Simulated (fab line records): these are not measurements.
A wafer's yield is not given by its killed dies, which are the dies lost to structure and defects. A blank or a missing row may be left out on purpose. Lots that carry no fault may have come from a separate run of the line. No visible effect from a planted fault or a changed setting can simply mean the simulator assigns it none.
The tool behind it: which one? ; flow nand_harc ; 63 wafers from 21 lots sampled at 6 of the route's 1159 steps

== WHAT THE GAUGES SHOWED, per wafer ==
The record holds no reading of a measuring or inspecting step that can be judged against a usual standard deviation.

== WHAT TOOL EACH LOT RAN ON (gives the tool, then ch and the chambers of the sampled wafers, and finally the start) ==
lot;NHARC_A_STAIRCASE_STRIP_238;NHARC_A_STAIRCASE_DESCUM_252;NHARC_A_STAIRCASE_ETCH_253;NHARC_A_STAIRCASE_ETCH_313;NHARC_A_STAIRCASE_HM_OPEN_463;NHARC_A_STAIRCASE_STRIP_476
L075;plasma_asher-01 ch 0,1, day 11 04:30;rie_diel-13 ch 1,2,3, day 11 05:59;rie_diel-13 ch 2,3, day 11 06:03;rie_diel-10 ch 2,3, day 11 15:34;rie_diel-10 ch 1,2, day 11 19:44 or earlier;rie_diel-11 ch 0,3, day 11 19:44
L074;plasma_asher-01 ch 0, day 11 05:34;rie_diel-13 ch 0,1,2, day 11 07:04;rie_diel-13 ch 0,1, day 11 07:08;rie_diel-13 ch 1,2,3, day 11 18:42;rie_diel-13 ch 1,2,3, day 11 22:40 or earlier;rie_diel-11 ch 1,2,3, day 11 22:40
L077;plasma_asher-02 ch 0,1, day 11 21:14;rie_diel-11 ch 0,2, day 11 22:46;rie_diel-11 ch 1,2,3, day 11 22:52;rie_diel-11 ch 1,2,3, day 12 09:11;rie_diel-11 ch 1,2,3, day 12 13:08 or earlier;rie_diel-10 ch 1,2, day 12 13:08
L076;plasma_asher-01 ch 0,1, day 11 23:57;rie_diel-11 ch 1,2,3, day 12 01:20;rie_diel-11 ch 0,2, day 12 01:26;rie_diel-11 ch 2,3, day 12 12:31;rie_diel-11 ch 1,2,3, day 12 17:35 or earlier;rie_diel-10 ch 0,1,3, day 12 17:35
L078;plasma_asher-01 ch 0,1, day 12 05:14;rie_diel-11 ch 0,1,2, day 12 06:44;rie_diel-11 ch 1,3, day 12 06:48;rie_diel-11 ch 0,1,3, day 12 20:11;rie_diel-11 ch 0,1,3, day 13 00:39 or earlier;rie_diel-10 ch 0,2,3, day 13 00:39
L079;plasma_asher-02 ch 0,1, day 12 14:45;rie_diel-11 ch 2,3, day 12 16:12;rie_diel-11 ch 0,1,2, day 12 16:19;rie_diel-10 ch 2,3, day 13 02:26;rie_diel-10 ch 1,2,3, day 13 07:52 or earlier;rie_diel-11 ch 0,1,2, day 13 07:52
L080;plasma_asher-02 ch 0,1, day 12 17:35;rie_diel-11 ch 1,2, day 12 19:55;rie_diel-11 ch 0,1,2, day 12 20:10;rie_diel-10 ch 2,3, day 13 05:05;rie_diel-10 ch 0,3, day 13 11:13 or earlier;rie_diel-11 ch 1,2,3, day 13 11:13
L082;plasma_asher-02 ch 0,1, day 13 04:02;rie_diel-10 ch 0,1,3, day 13 05:30;rie_diel-10 ch 0,2, day 13 05:35;rie_diel-11 ch 0,1,3, day 13 18:31;rie_diel-11 ch 0,1, day 13 22:27 or earlier;rie_diel-13 ch 1,3, day 13 22:27
L081;plasma_asher-01 ch 0,1, day 13 06:59;rie_diel-10 ch 0,1, day 13 08:20;rie_diel-10 ch 1,3, day 13 08:25;rie_diel-11 ch 2,3, day 14 02:41;rie_diel-11 ch 0,2,3, day 14 07:20 or earlier;rie_diel-11 ch 0,1, day 14 07:20
L085;plasma_asher-01 ch 0,1, day 13 14:16;rie_diel-13 ch 0,1,2, day 13 15:49;rie_diel-13 ch 0,3, day 13 15:55;rie_diel-13 ch 0,3, day 14 04:38;rie_diel-13 ch 0,2,3, day 14 08:40 or earlier;rie_diel-11 ch 0,1,2, day 14 08:40
L084;plasma_asher-02 ch 0,1, day 13 16:34;rie_diel-11 ch 0,1,2, day 13 17:57;rie_diel-11 ch 0,2,3, day 13 18:02;rie_diel-10 ch 0,2,3, day 14 09:11;rie_diel-10 ch 1,2,3, day 14 13:22 or earlier;rie_diel-10 ch 1,2,3, day 14 13:22
L088;plasma_asher-02 ch 0,1, day 14 11:20;rie_diel-10 ch 0,1,2, day 14 12:52;rie_diel-10 ch 0,1,3, day 14 12:57;rie_diel-11 ch 1,2,3, day 14 23:36;rie_diel-11 ch 0,2,3, day 15 03:56 or earlier;rie_diel-10 ch 0,3, day 15 03:56
L087;plasma_asher-01 ch 0,1, day 14 17:40;rie_diel-10 ch 0,1,2, day 14 19:08;rie_diel-10 ch 2,3, day 14 19:13;rie_diel-11 ch 1,2,3, day 15 04:38;rie_diel-11 ch 0,2, day 15 08:38 or earlier;rie_diel-13 ch 0,3, day 15 08:38
L090;plasma_asher-02 ch 0,1, day 15 01:08;rie_diel-10 ch 0,3, day 15 02:32;rie_diel-10 ch 2,3, day 15 02:39;rie_diel-10 ch 0,1, day 15 12:09;rie_diel-10 ch 0,1, day 15 17:11 or earlier;rie_diel-13 ch 1,2,3, day 15 17:11
L089;plasma_asher-01 ch 0,1, day 15 01:10;rie_diel-10 ch 0,3, day 15 02:43;rie_diel-10 ch 0,3, day 15 02:49;rie_diel-13 ch 1,2,3, day 15 14:13;rie_diel-13 ch 1,2,3, day 15 18:26 or earlier;rie_diel-13 ch 1,2,3, day 15 18:26
L092;plasma_asher-02 ch 0,1, day 15 14:45;rie_diel-13 ch 0,2, day 15 16:16;rie_diel-13 ch 0,1,2, day 15 16:22;rie_diel-10 ch 0,1, day 16 09:53;rie_diel-10 ch 1,2, day 16 13:56 or earlier;rie_diel-13 ch 0,1,2, day 16 13:56
L091;plasma_asher-02 ch 0,1, day 15 16:04;rie_diel-11 ch 0,1, day 15 17:34;rie_diel-11 ch 0,1,3, day 15 17:39;rie_diel-10 ch 0,2, day 16 11:41;rie_diel-10 ch 1,2, day 16 15:49 or earlier;rie_diel-10 ch 0,1, day 16 15:49
L093;plasma_asher-02 ch 0,1, day 15 20:59;rie_diel-11 ch 2,3, day 15 23:08;rie_diel-11 ch 0,2, day 15 23:14;rie_diel-13 ch 0,1, day 16 14:05;rie_diel-13 ch 0,1,3, day 16 20:01 or earlier;rie_diel-13 ch 0,1,2, day 16 20:01
L094;plasma_asher-02 ch 0,1, day 16 20:38;rie_diel-11 ch 0,2,3, day 16 22:13;rie_diel-11 ch 0,2,3, day 16 22:22;rie_diel-10 ch 1,2,3, day 17 07:37;rie_diel-10 ch 0,1,3, day 17 11:53 or earlier;rie_diel-11 ch 0,2,3, day 17 11:53
L095;plasma_asher-01 ch 0,1, day 17 02:39;rie_diel-13 ch 0,2, day 17 04:10;rie_diel-13 ch 2,3, day 17 04:15;rie_diel-11 ch 0,2,3, day 17 14:53;rie_diel-11 ch 0,2,3, day 17 19:20 or earlier;rie_diel-11 ch 1,2,3, day 17 19:20
L096;plasma_asher-02 ch 0,1, day 17 04:07;rie_diel-10 ch 0,1,3, day 17 05:32;rie_diel-10 ch 0,1,3, day 17 05:37;rie_diel-13 ch 0,1,2, day 17 16:21;rie_diel-13 ch 0,1,2, day 17 20:50 or earlier;rie_diel-11 ch 0,1,3, day 17 20:50
- NHARC_A_STAIRCASE_STRIP_238: strips in O2.
- NHARC_A_STAIRCASE_DESCUM_252: chemistry O2, time 3 s.
- NHARC_A_STAIRCASE_ETCH_253: etches the open film in C4F8/O2, target depth 50 nm, time 20.2 s.
- NHARC_A_STAIRCASE_ETCH_313: etches the open film in CF4/CHF3.
- NHARC_A_STAIRCASE_HM_OPEN_463: chemistry O2/COS.
- NHARC_A_STAIRCASE_STRIP_476: strips in O2, time 20 s.

== WHAT THE TOOLS THEMSELVES READ (means of the sampled wafers that have a number; where no wafer has one, the mark that the record gives instead) ==
NHARC_A_STAIRCASE_STRIP_238. Usual: drypump_motor_current_A 5.7 A, standard deviation 0.31; heater_power_w 324 W, standard deviation 26; temp_c 249.98 C, standard deviation 0.18.
lot;tool;drypump_motor_current_A (A);heater_power_w (W);temp_c (C);flag
L075;plasma_asher-01;5.6;334;249.95;
L074;plasma_asher-01;5.5;294;250.00;
L077;plasma_asher-02;5.8;320;249.88;
L076;plasma_asher-01;5.6;313;250.04;
L078;plasma_asher-01;5.6;319;249.95;
L079;plasma_asher-02;5.6;335;250.08;
L080;plasma_asher-02;5.6;331;249.98;
L082;plasma_asher-02;5.6;330;249.90;
L081;plasma_asher-01;5.6;307;250.02;
L085;plasma_asher-01;5.6;327;250.30;
L084;plasma_asher-02;5.8;316;249.97;
L088;plasma_asher-02;5.8;323;250.09;
L087;plasma_asher-01;5.6;335;250.27;
L090;plasma_asher-02;5.8;327;249.81;
L089;plasma_asher-01;5.6;305;249.94;
L092;plasma_asher-02;5.8;325;249.93;
L091;plasma_asher-02;5.6;336;250.00;
L093;plasma_asher-02;5.8;326;249.96;
L094;plasma_asher-02;5.6;332;249.74;
L095;plasma_asher-01;5.7;330;250.03;
L096;plasma_asher-02;5.6;333;249.89;

NHARC_A_STAIRCASE_DESCUM_252. Usual: drypump_motor_current_A 5.8 A, standard deviation 0.48; mfc_ar_sccm 0.003 sccm, standard deviation 0.0051; oes_product_au 1.000 a.u., standard deviation 0.015; rf_vpp_V 57.7 V, standard deviation 0.94; showerhead_plenum_p_Torr 1.90 Torr, standard deviation 0.088; throttle_valve_pct 11.312 %, standard deviation 0.0083.
lot;tool;drypump_motor_current_A (A);mfc_ar_sccm (sccm);oes_product_au (a.u.);rf_vpp_V (V);showerhead_plenum_p_Torr (Torr);throttle_valve_pct (%);flag
L075;rie_diel-13;5.3;0.002;1.012;57.8;1.89;11.306;
L074;rie_diel-13;5.4;0.002;1.018;57.2;1.88;11.312;
L077;rie_diel-11;6.4;0.000;0.998;57.9;1.94;11.310;
L076;rie_diel-11;5.9;0.001;0.989;57.2;1.88;11.314;
L078;rie_diel-11;5.9;0.000;0.989;57.8;1.89;11.307;
L079;rie_diel-11;6.1;0.001;0.992;57.5;1.91;11.319;
L080;rie_diel-11;6.1;0.000;0.986;57.7;1.89;11.305;
L082;rie_diel-10;6.2;0.009;0.993;57.9;1.92;11.313;
L081;rie_diel-10;6.3;0.015;1.007;57.6;1.94;11.317;
L085;rie_diel-13;5.4;0.002;1.007;57.2;1.98;11.313;
L084;rie_diel-11;5.9;0.000;0.986;57.4;1.89;11.312;
L088;rie_diel-10;6.0;0.011;1.001;57.6;1.88;11.309;
L087;rie_diel-10;6.1;0.011;0.997;57.4;1.88;11.311;
L090;rie_diel-10;6.1;0.006;0.991;58.0;1.98;11.318;
L089;rie_diel-10;6.1;0.006;0.991;58.9;1.98;11.318;
L092;rie_diel-13;5.3;0.000;1.006;58.2;2.05;11.308;
L091;rie_diel-11;5.5;0.000;0.992;57.1;1.84;11.320;
L093;rie_diel-11;6.3;0.001;0.993;57.5;1.91;11.311;
L094;rie_diel-11;6.2;0.001;0.996;57.3;1.91;11.307;
L095;rie_diel-13;5.3;0.000;1.015;59.0;2.04;11.309;
L096;rie_diel-10;6.2;0.009;1.007;58.3;2.01;11.313;

NHARC_A_STAIRCASE_ETCH_253. Usual: oes_product_au 0.954 a.u., standard deviation 0.022; rf_vpp_V 895 V, standard deviation 5.4.
lot;tool;oes_product_au (a.u.);rf_vpp_V (V);flag
L075;rie_diel-13;0.984;898;
L074;rie_diel-13;0.966;892;
L077;rie_diel-11;0.945;894;
L076;rie_diel-11;0.966;897;
L078;rie_diel-11;0.957;890;
L079;rie_diel-11;0.941;894;
L080;rie_diel-11;0.919;895;
L082;rie_diel-10;0.957;896;
L081;rie_diel-10;0.927;895;
L085;rie_diel-13;0.987;894;
L084;rie_diel-11;0.946;896;
L088;rie_diel-10;0.966;895;
L087;rie_diel-10;0.928;897;
L090;rie_diel-10;0.928;897;
L089;rie_diel-10;0.917;900;
L092;rie_diel-13;0.971;899;
L091;rie_diel-11;0.960;893;
L093;rie_diel-11;0.945;896;
L094;rie_diel-11;0.925;896;
L095;rie_diel-13;0.983;893;
L096;rie_diel-10;0.972;902;

NHARC_A_STAIRCASE_ETCH_313. Usual: drypump_motor_current_A 5.8 A, standard deviation 0.45; mfc_ar_sccm 0.004 sccm, standard deviation 0.0054; oes_product_au 0.935 a.u., standard deviation 0.022; rf_vpp_V 370.7 V, standard deviation 2.6; showerhead_plenum_p_Torr 1.57 Torr, standard deviation 0.073; throttle_valve_pct 16.803 %, standard deviation 0.0085.
lot;tool;drypump_motor_current_A (A);mfc_ar_sccm (sccm);oes_product_au (a.u.);rf_vpp_V (V);showerhead_plenum_p_Torr (Torr);throttle_valve_pct (%);flag
L075;rie_diel-10;5.7;0.004;0.920;371.1;1.56;16.798;
L074;rie_diel-13;5.3;0.002;0.928;369.9;1.56;16.799;
L077;rie_diel-11;5.9;0.001;0.914;369.9;1.55;16.797;
L076;rie_diel-11;6.3;0.001;0.925;371.3;1.58;16.816;
L078;rie_diel-11;5.7;0.001;0.924;369.6;1.54;16.807;
L079;rie_diel-10;5.8;0.002;0.925;371.8;1.58;16.801;
L080;rie_diel-10;5.7;0.004;0.928;368.8;1.55;16.806;
L082;rie_diel-11;5.7;0.001;0.917;369.6;1.54;16.808;
L081;rie_diel-11;6.1;0.001;0.927;370.5;1.56;16.805;
L085;rie_diel-13;5.1;0.000;0.946;369.5;1.55;16.800;
L084;rie_diel-10;6.0;0.008;0.924;371.4;1.60;16.796;
L088;rie_diel-11;5.9;0.001;0.928;369.8;1.54;16.801;
L087;rie_diel-11;5.9;0.001;0.968;370.1;1.54;16.812;
L090;rie_diel-10;6.3;0.015;0.946;373.2;1.67;16.811;
L089;rie_diel-13;5.3;0.002;0.917;370.4;1.55;16.808;
L092;rie_diel-10;6.3;0.012;0.965;374.0;1.69;16.803;
L091;rie_diel-10;5.8;0.010;0.977;370.5;1.57;16.800;
L093;rie_diel-13;5.4;0.002;0.933;372.0;1.63;16.806;
L094;rie_diel-10;6.0;0.005;0.940;372.3;1.61;16.795;
L095;rie_diel-11;6.1;0.001;0.919;370.7;1.57;16.805;
L096;rie_diel-13;5.4;0.002;0.929;371.5;1.61;16.802;

NHARC_A_STAIRCASE_HM_OPEN_463. Usual: drypump_motor_current_A 5.8 A, standard deviation 0.48; mfc_ar_sccm 0.004 sccm, standard deviation 0.0056; oes_product_au 1.000 a.u., standard deviation 0.015; rf_vpp_V 467 V, standard deviation 3.3; showerhead_plenum_p_Torr 3.12 Torr, standard deviation 0.15; throttle_valve_pct 28.331 %, standard deviation 0.0085.
lot;tool;drypump_motor_current_A (A);mfc_ar_sccm (sccm);oes_product_au (a.u.);rf_vpp_V (V);showerhead_plenum_p_Torr (Torr);throttle_valve_pct (%);flag
L075;rie_diel-10;6.1;0.008;1.011;464;2.94;28.324;
L074;rie_diel-13;5.4;0.002;1.014;467;3.09;28.330;
L077;rie_diel-11;5.9;0.001;0.986;466;3.07;28.328;
L076;rie_diel-11;5.9;0.001;0.987;467;3.06;28.335;
L078;rie_diel-11;5.7;0.001;0.982;466;3.06;28.326;
L079;rie_diel-10;6.0;0.005;0.995;464;3.04;28.340;
L080;rie_diel-10;6.2;0.012;1.002;470;3.27;28.335;
L082;rie_diel-11;5.5;0.000;0.978;465;3.01;28.325;
L081;rie_diel-11;6.2;0.001;0.994;467;3.13;28.336;
L085;rie_diel-13;5.2;0.000;1.019;469;3.19;28.323;
L084;rie_diel-10;6.0;0.005;0.999;465;3.03;28.328;
L088;rie_diel-11;6.2;0.001;1.001;466;3.13;28.323;
L087;rie_diel-11;6.4;0.000;0.998;468;3.15;28.328;
L090;rie_diel-10;6.3;0.015;0.993;471;3.32;28.327;
L089;rie_diel-13;5.3;0.002;1.001;467;3.07;28.330;
L092;rie_diel-10;6.1;0.008;1.003;470;3.25;28.331;
L091;rie_diel-10;6.0;0.008;1.009;471;3.25;28.341;
L093;rie_diel-13;5.3;0.002;1.009;468;3.10;28.325;
L094;rie_diel-10;6.2;0.009;1.010;470;3.28;28.332;
L095;rie_diel-11;6.1;0.001;0.993;467;3.11;28.335;
L096;rie_diel-13;5.4;0.002;1.001;468;3.20;28.333;

NHARC_A_STAIRCASE_STRIP_476. Usual: drypump_motor_current_A 5.8 A, standard deviation 0.49; mfc_ar_sccm 0.003 sccm, standard deviation 0.0052; oes_product_au 0.999 a.u., standard deviation 0.014; rf_vpp_V 57.7 V, standard deviation 0.95; showerhead_plenum_p_Torr 3.52 Torr, standard deviation 0.16; throttle_valve_pct 17.036 %, standard deviation 0.0086.
lot;tool;drypump_motor_current_A (A);mfc_ar_sccm (sccm);oes_product_au (a.u.);rf_vpp_V (V);showerhead_plenum_p_Torr (Torr);throttle_valve_pct (%);flag
L075;rie_diel-11;6.0;0.001;0.998;57.5;3.52;17.032;
L074;rie_diel-11;5.9;0.001;0.991;57.1;3.47;17.036;
L077;rie_diel-10;6.1;0.008;1.003;57.6;3.32;17.035;
L076;rie_diel-10;6.2;0.009;0.998;58.2;3.54;17.025;
L078;rie_diel-10;6.0;0.008;0.997;57.5;3.58;17.037;
L079;rie_diel-11;5.9;0.000;0.984;57.2;3.48;17.042;
L080;rie_diel-11;5.9;0.001;0.987;57.4;3.46;17.042;
L082;rie_diel-13;5.1;0.002;1.018;56.9;3.36;17.027;
L081;rie_diel-11;5.5;0.000;0.988;57.1;3.40;17.030;
L085;rie_diel-11;5.9;0.000;0.986;56.9;3.48;17.041;
L084;rie_diel-10;6.0;0.005;1.000;57.7;3.43;17.043;
L088;rie_diel-10;6.1;0.006;1.001;58.1;3.64;17.029;
L087;rie_diel-13;5.1;0.000;1.020;57.7;3.63;17.035;
L090;rie_diel-13;5.3;0.002;1.002;58.0;3.47;17.034;
L089;rie_diel-13;5.3;0.002;0.998;57.4;3.47;17.035;
L092;rie_diel-13;5.4;0.002;1.006;58.4;3.63;17.033;
L091;rie_diel-10;6.3;0.012;1.008;58.5;3.77;17.033;
L093;rie_diel-13;5.4;0.002;1.001;58.2;3.62;17.039;
L094;rie_diel-11;6.2;0.001;0.995;58.6;3.52;17.035;
L095;rie_diel-11;5.9;0.001;0.995;57.9;3.44;17.046;
L096;rie_diel-11;5.7;0.001;0.993;58.3;3.44;17.032;

== THE ANSWER, worked out from the rows above alone ==
Rule: a lot counts as off when the mean over its wafers that have a number is more than 3 standard deviations away from the usual mean. A lot without any number at a reading at which 4 lots or more have one is off too. Any other lot the step has rows for is counted as sound. Order of review: gauges by route order, followed by the tools' own readings, for which a lot's mean as printed above is used. At the first step where some lot is off, the reading lying furthest off is the one used; lots without a number count as furthest.
No lot is off on any of the readings shown, so nothing can be concluded from this.

== WHAT HAD BEEN PUT IN BY THE SIMULATOR ==
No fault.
